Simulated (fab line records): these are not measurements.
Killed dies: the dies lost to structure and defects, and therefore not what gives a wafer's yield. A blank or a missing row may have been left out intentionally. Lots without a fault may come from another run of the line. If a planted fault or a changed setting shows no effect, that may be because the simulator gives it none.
Chamber matching / flow n5Finfet / 3 sister chambers for N5_BEOL_M9_PECVD_70 on pecvd-03
The step deposits SiO2 from TEOS/O2, target thk 20 nm, time 22.7 s. 16 wafers are shown with their chamber, then 8 later ones without.

== WAFERS, EACH WITH ITS CHAMBER ==
wafer=L076.1; chamber=0; throttleValvePct (%)=24.9; showerheadPlenumPTorr (Torr)=8.84; heaterPowerW (W)=756
wafer=L076.3; chamber=2; throttleValvePct (%)=20.0; showerheadPlenumPTorr (Torr)=8.82; heaterPowerW (W)=598
wafer=L076.5; chamber=2; throttleValvePct (%)=20.2; showerheadPlenumPTorr (Torr)=8.82; heaterPowerW (W)=583
wafer=L079.2; chamber=2; throttleValvePct (%)=20.0; showerheadPlenumPTorr (Torr)=8.80; heaterPowerW (W)=605
wafer=L079.4; chamber=2; throttleValvePct (%)=20.3; showerheadPlenumPTorr (Torr)=8.78; heaterPowerW (W)=619
wafer=L079.6; chamber=0; throttleValvePct (%)=24.9; showerheadPlenumPTorr (Torr)=8.85; heaterPowerW (W)=752
wafer=L090.1; chamber=2; throttleValvePct (%)=20.4; showerheadPlenumPTorr (Torr)=8.79; heaterPowerW (W)=693
wafer=L090.4; chamber=1; throttleValvePct (%)=22.5; showerheadPlenumPTorr (Torr)=8.80; heaterPowerW (W)=714
wafer=L090.5; chamber=2; throttleValvePct (%)=20.3; showerheadPlenumPTorr (Torr)=8.80; heaterPowerW (W)=682
wafer=L089.1; chamber=2; throttleValvePct (%)=20.2; showerheadPlenumPTorr (Torr)=8.83; heaterPowerW (W)=679
wafer=L089.4; chamber=0; throttleValvePct (%)=24.9; showerheadPlenumPTorr (Torr)=8.85; heaterPowerW (W)=732
wafer=L089.6; chamber=2; throttleValvePct (%)=20.5; showerheadPlenumPTorr (Torr)=8.79; heaterPowerW (W)=689
wafer=L091.1; chamber=0; throttleValvePct (%)=24.7; showerheadPlenumPTorr (Torr)=8.85; heaterPowerW (W)=710
wafer=L091.4; chamber=2; throttleValvePct (%)=20.2; showerheadPlenumPTorr (Torr)=8.79; heaterPowerW (W)=667
wafer=L091.5; chamber=1; throttleValvePct (%)=22.5; showerheadPlenumPTorr (Torr)=8.79; heaterPowerW (W)=605
wafer=L092.1; chamber=2; throttleValvePct (%)=20.6; showerheadPlenumPTorr (Torr)=8.79; heaterPowerW (W)=704

SIGNATURES (averages over the wafers above)
reading=throttleValvePct; chamber 0=24.850; chamber 1=22.500; chamber 2=20.270; scatter within a chamber=0.169
reading=showerheadPlenumPTorr; chamber 0=8.8475; chamber 1=8.7950; chamber 2=8.8010; scatter within a chamber=0.0142
reading=heaterPowerW; chamber 0=737.50; chamber 1=659.50; chamber 2=651.90; scatter within a chamber=44.6
Rule: distance of a wafer from a chamber = root of the sum over the readings of ((wafer's reading minus chamber's mean) / reading's scatter) squared. The wafer belongs to the nearest chamber; if the next one is less than 2 further off, it can't be placed. The scatter is the square root of a quotient: the sum, over the shown wafers, of each reading's squared deviation from its chamber's mean, divided by wafers minus chambers.

== WAFERS MISSING THEIR CHAMBER ==
wafer=L092.4; throttleValvePct (%)=22.3; showerheadPlenumPTorr (Torr)=8.80; heaterPowerW (W)=684
wafer=L092.5; throttleValvePct (%)=20.1; showerheadPlenumPTorr (Torr)=8.80; heaterPowerW (W)=708
wafer=L093.1; throttleValvePct (%)=22.5; showerheadPlenumPTorr (Torr)=8.81; heaterPowerW (W)=660
wafer=L093.4; throttleValvePct (%)=24.8; showerheadPlenumPTorr (Torr)=8.86; heaterPowerW (W)=764
wafer=L093.6; throttleValvePct (%)=20.2; showerheadPlenumPTorr (Torr)=8.77; heaterPowerW (W)=610
wafer=L095.3; throttleValvePct (%)=22.4; showerheadPlenumPTorr (Torr)=8.79; heaterPowerW (W)=654
wafer=L095.5; throttleValvePct (%)=20.4; showerheadPlenumPTorr (Torr)=8.82; heaterPowerW (W)=720
wafer=L095.6; throttleValvePct (%)=24.7; showerheadPlenumPTorr (Torr)=8.85; heaterPowerW (W)=653

== THE CHAMBER EACH PASSED THROUGH ==
wafer=L092.4; from the rows above=1; in truth=1
wafer=L092.5; from the rows above=2; in truth=2
wafer=L093.1; from the rows above=1; in truth=1
wafer=L093.4; from the rows above=0; in truth=0
wafer=L093.6; from the rows above=2; in truth=2
wafer=L095.3; from the rows above=1; in truth=1
wafer=L095.5; from the rows above=2; in truth=2
wafer=L095.6; from the rows above=0; in truth=0
8 of 8 placed correctly. Number that these rows cannot place: 0. Wrongly placed: 0.
